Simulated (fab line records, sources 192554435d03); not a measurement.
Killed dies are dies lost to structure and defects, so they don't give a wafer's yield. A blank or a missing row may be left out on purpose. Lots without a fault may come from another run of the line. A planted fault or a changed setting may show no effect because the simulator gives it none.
Which tool did it? | flow n5_finfet | 10 lots, 28 wafers sampled, at 2 steps of a route of 1938

WHAT THE GAUGES READ, wafer by wafer
N5_BEOL_M1_OCD_MEAS_38.
lot  | measured     | on     | trench_depth_nm (nm)
L550 | day 6 13:58  | ocd-01 | 54.6 55.6 55.8
L551 | day 7 00:19  | ocd-01 | 54.5 54.7 54.0
L552 | day 7 00:26  | ocd-02 | 55.1 56.1 55.3
L553 | day 7 03:16  | ocd-02 | 55.6 54.9 55.1
L558 | day 8 10:35  | ocd-01 | 54.5 56.6
L560 | day 9 00:52  | ocd-01 | 53.8 54.9
L566 | day 10 18:11 | ocd-01 | 55.8 56.3 54.7
L567 | day 10 19:57 | ocd-02 | 55.2 55.9 55.0
L570 | day 11 14:55 | ocd-02 | 55.7 55.2 54.5
L571 | day 11 22:47 | ocd-02 | 55.0 54.9 54.3

WHICH TOOL RAN EACH LOT (tool, then ch and the chambers of the sampled wafers, then the start)
lot  | N5_BEOL_M1_ETCH_70
L550 | rie_diel-05 ch 0,2,3, day 6 13:37
L551 | rie_diel-03 ch 0,3, day 6 23:58
L552 | rie_diel-05 ch 0,1,3, day 7 00:04
L553 | rie_diel-06 ch 0,3, day 7 02:54
L558 | rie_diel-06 ch 0,1, day 8 10:14
L560 | rie_diel-03 ch 0,1, day 9 00:31
L566 | rie_diel-05 ch 1,3, day 10 17:50
L567 | rie_diel-06 ch 0,1, day 10 19:35
L570 | rie_diel-03 ch 0,2, day 11 14:33
L571 | rie_diel-06 ch 0,2, day 11 22:25
- N5_BEOL_M1_ETCH_70: etches SOC in N2/H2, target depth 80 nm, overetch 16 nm, time 120 s.

THE ANSWER, worked out from the rows above alone
Rule: what is usual is taken from the lots themselves. Put in order of their means at a reading, lots are off if they are a third of the lots or fewer, leave a main group of 4 or more, and stand apart from it by a gap of 3 or more times the standard deviation of the main group's means; of several such gaps the widest counts. A main group whose means are all the same, to the digits that the tables above print for the reading, isn't used. A lot without any number at a reading at which 4 lots or more have one is off too. The other lots that the step has rows for count as sound.
No lot is off at any reading shown: from this, nothing can be told.

WHAT THE SIMULATOR HAD PUT IN
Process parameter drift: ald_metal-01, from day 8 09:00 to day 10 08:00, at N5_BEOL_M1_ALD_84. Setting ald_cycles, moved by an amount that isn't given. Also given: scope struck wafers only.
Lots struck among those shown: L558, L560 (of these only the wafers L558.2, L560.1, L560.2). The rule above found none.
